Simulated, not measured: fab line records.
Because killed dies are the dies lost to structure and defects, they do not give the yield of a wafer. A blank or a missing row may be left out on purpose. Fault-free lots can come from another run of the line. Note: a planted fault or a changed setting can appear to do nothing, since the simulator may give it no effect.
Chamber matching ; flow n5Finfet ; 4 sister chambers for N5_BEOL_M8_ETCH_72 on rieDiel-05
The step etches underlayer in N2/H2, target depth 6.5 nm, time 5.2 s. 4 wafers are shown with their chamber, then 10 later ones without.

## WAFERS PAIRED WITH THEIR CHAMBERS
wafer;chamber;showerheadPlenumPTorr (Torr)
L086.2;2;2.68
L086.4;3;2.48
L088.1;0;2.46
L088.3;1;2.48

## WAFERS WITHOUT THEIR CHAMBER
wafer;showerheadPlenumPTorr (Torr)
L088.4;2.48
L091.2;2.48
L091.4;2.48
L091.5;2.48
L096.1;2.47
L096.2;2.48
L096.5;2.48
L097.1;2.45
L097.2;2.47
L097.4;2.47

## CHAMBER TAKEN BY EACH
wafer;from the rows above;in truth
L088.4;can't be placed: 1 or 3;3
L091.2;can't be placed: 1 or 3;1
L091.4;can't be placed: 1 or 3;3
L091.5;can't be placed: 1 or 3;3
L096.1;can't be placed: 1 or 3 or 0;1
L096.2;can't be placed: 1 or 3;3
L096.5;can't be placed: 1 or 3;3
L097.1;0;0
L097.2;can't be placed: 1 or 3 or 0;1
L097.4;can't be placed: 1 or 3 or 0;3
Placed correctly: 1 of 10. Unplaceable from these rows: 9, with the true chamber sitting among the candidates in 9. 0 placed wrongly.
How it was worked out, from the rows above alone: a wafer's distance from a chamber is the root of the sum, over the readings, of the square of ((its reading less the chamber's mean) divided by the reading's scatter). The wafer belongs to the nearest chamber; if the next one is less than 2 further off, it can't be placed. For every chamber, the mean is computed from those of its wafers that are shown. The scatter (one wafer shown for each chamber): square how far every hidden wafer sits from the nearest shown wafer, average those squares and take the square root.
